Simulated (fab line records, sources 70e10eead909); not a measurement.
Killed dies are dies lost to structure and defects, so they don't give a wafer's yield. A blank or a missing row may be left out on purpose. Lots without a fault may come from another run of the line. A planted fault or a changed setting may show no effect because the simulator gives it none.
Which tool did it? | flow nand_harc | 11 lots, 33 wafers sampled, at 4 steps of a route of 1159

WHAT THE GAUGES READ, wafer by wafer
NHARC_P_M0_INSPECT_27.
lot  | measured     | on                | raw_defect_count
L884 | day 5 15:15  | defect_inspect-01 | 284 253 369
L885 | day 6 08:29  | defect_inspect-02 | 238 286 246
L888 | day 7 00:48  | defect_inspect-02 | 345 301 318
L887 | day 7 01:17  | defect_inspect-02 | 204 120 200
L889 | day 7 06:50  | defect_inspect-02 | 355 245 349
L893 | day 8 03:28  | defect_inspect-02 | 289 436 539
L895 | day 9 00:53  | defect_inspect-02 | 331 238 262
L897 | day 9 10:42  | defect_inspect-02 | 300 594 344
L903 | day 10 12:35 | defect_inspect-02 | 218 199 392
L904 | day 10 13:23 | defect_inspect-01 | 267 207 207
L907 | day 11 12:39 | defect_inspect-01 | 216 453 225

NHARC_P_M1_CD_MEAS_09: target cd 130 nm.
lot  | measured     | on        | cd_nm (nm)
L884 | day 5 16:47  | cd_sem-03 | 129.3 129.8 129.2
L885 | day 6 09:45  | cd_sem-01 | 130.1 130.0 130.3
L888 | day 7 02:13  | cd_sem-02 | 128.9 129.2 129.1
L887 | day 7 02:41  | cd_sem-02 | 128.7 129.1 129.8
L889 | day 7 08:12  | cd_sem-03 | 130.2 129.4 129.9
L893 | day 8 04:55  | cd_sem-02 | 129.8 129.4 130.2
L895 | day 9 02:35  | cd_sem-01 | 129.2 142.2 129.8
L897 | day 9 12:52  | cd_sem-03 | 130.6 142.4 130.4
L903 | day 10 13:59 | cd_sem-03 | 130.0 129.6 129.9
L904 | day 10 14:40 | cd_sem-02 | 129.5 130.1 129.8
L907 | day 11 13:55 | cd_sem-03 | 129.6 129.4 130.3

WHICH TOOL RAN EACH LOT (tool, then ch and the chambers of the sampled wafers, then the start)
lot  | NHARC_P_M0_PVD_21                       | NHARC_P_M1_EXPOSE_06
L884 | pvd_sputter-02, day 5 15:15 or earlier  | arfi_scanner-03 ch 0, day 5 16:39
L885 | pvd_sputter-01, day 6 08:29 or earlier  | arfi_scanner-03 ch 0, day 6 09:37
L888 | pvd_sputter-01, day 7 00:48 or earlier  | arfi_scanner-03 ch 0, day 7 02:04
L887 | pvd_sputter-03, day 7 01:17 or earlier  | arfi_scanner-01 ch 0, day 7 02:32
L889 | pvd_sputter-01, day 7 06:50 or earlier  | arfi_scanner-02 ch 0, day 7 08:04
L893 | pvd_sputter-02, day 8 03:28 or earlier  | arfi_scanner-02 ch 0, day 8 04:46
L895 | pvd_sputter-01, day 9 00:53 or earlier  | arfi_scanner-02 ch 0, day 9 02:27
L897 | pvd_sputter-03, day 9 10:42 or earlier  | arfi_scanner-02 ch 0, day 9 12:44
L903 | pvd_sputter-03, day 10 12:35 or earlier | arfi_scanner-03 ch 0, day 10 13:51
L904 | pvd_sputter-03, day 10 13:23 or earlier | arfi_scanner-03 ch 0, day 10 14:31
L907 | pvd_sputter-01, day 11 12:39 or earlier | arfi_scanner-02 ch 0, day 11 13:46
- NHARC_P_M0_PVD_21: deposits Cu, target thk 30 nm, time 20.49 s.
- NHARC_P_M1_EXPOSE_06: exposes mask P M1, target cd 130 nm.

WHAT THE TOOLS THEMSELVES READ (means of the sampled wafers that have a number; where no wafer has one, the mark that the record gives instead)
NHARC_P_M0_PVD_21.
lot  | tool           | throttle_valve_pct (%)
L884 | pvd_sputter-02 | 30.1
L885 | pvd_sputter-01 | 31.7
L888 | pvd_sputter-01 | 29.1
L887 | pvd_sputter-03 | 30.7
L889 | pvd_sputter-01 | 30.9
L893 | pvd_sputter-02 | 30.6
L895 | pvd_sputter-01 | 31.4
L897 | pvd_sputter-03 | 30.2
L903 | pvd_sputter-03 | 30.5
L904 | pvd_sputter-03 | 30.3
L907 | pvd_sputter-01 | 29.9

NHARC_P_M1_EXPOSE_06.
lot  | tool            | focus_offset_nm (nm) | stage_vel_mm_s (mm/s)
L884 | arfi_scanner-03 | -0.6                 | 499.83
L885 | arfi_scanner-03 | 0.0                  | 500.54
L888 | arfi_scanner-03 | -0.2                 | 500.02
L887 | arfi_scanner-01 | 0.3                  | 499.90
L889 | arfi_scanner-02 | 0.4                  | 499.90
L893 | arfi_scanner-02 | -0.7                 | 499.92
L895 | arfi_scanner-02 | 0.4                  | 500.29
L897 | arfi_scanner-02 | 0.3                  | 500.09
L903 | arfi_scanner-03 | 0.1                  | 499.95
L904 | arfi_scanner-03 | 0.4                  | 499.96
L907 | arfi_scanner-02 | 0.3                  | 499.98

THE ANSWER, worked out from the rows above alone
Rule: what is usual is taken from the lots themselves. Put in order of their means at a reading, lots are off if they are a third of the lots or fewer, leave a main group of 4 or more, and stand apart from it by a gap of 3 or more times the standard deviation of the main group's means; of several such gaps the widest counts. A main group whose means are all the same, to the digits that the tables above print for the reading, isn't used. A lot without any number at a reading at which 4 lots or more have one is off too. The other lots that the step has rows for count as sound. The gauges are gone through in route order, then the tools' own readings, and for those a lot's mean is taken as printed above. The first step at which some lot is off is used, and at that step the reading that is off furthest; a lot without a number counts as furthest.
Off: L895, L897, at NHARC_P_M1_CD_MEAS_09 (cd_nm). The main group: mean 129.7 nm, standard deviation 0.32.
A tool fits if, at a process step before that reading, it ran every lot that is off, and no sound lot after the first of them. The gauges at NHARC_P_M1_CD_MEAS_09 are tried like those tools. NHARC_P_M0_PVD_21 gives no start for some lots, so the hours and the order of its lots are those of NHARC_P_M0_INSPECT_27. None of those tried fits.

WHAT THE SIMULATOR HAD PUT IN
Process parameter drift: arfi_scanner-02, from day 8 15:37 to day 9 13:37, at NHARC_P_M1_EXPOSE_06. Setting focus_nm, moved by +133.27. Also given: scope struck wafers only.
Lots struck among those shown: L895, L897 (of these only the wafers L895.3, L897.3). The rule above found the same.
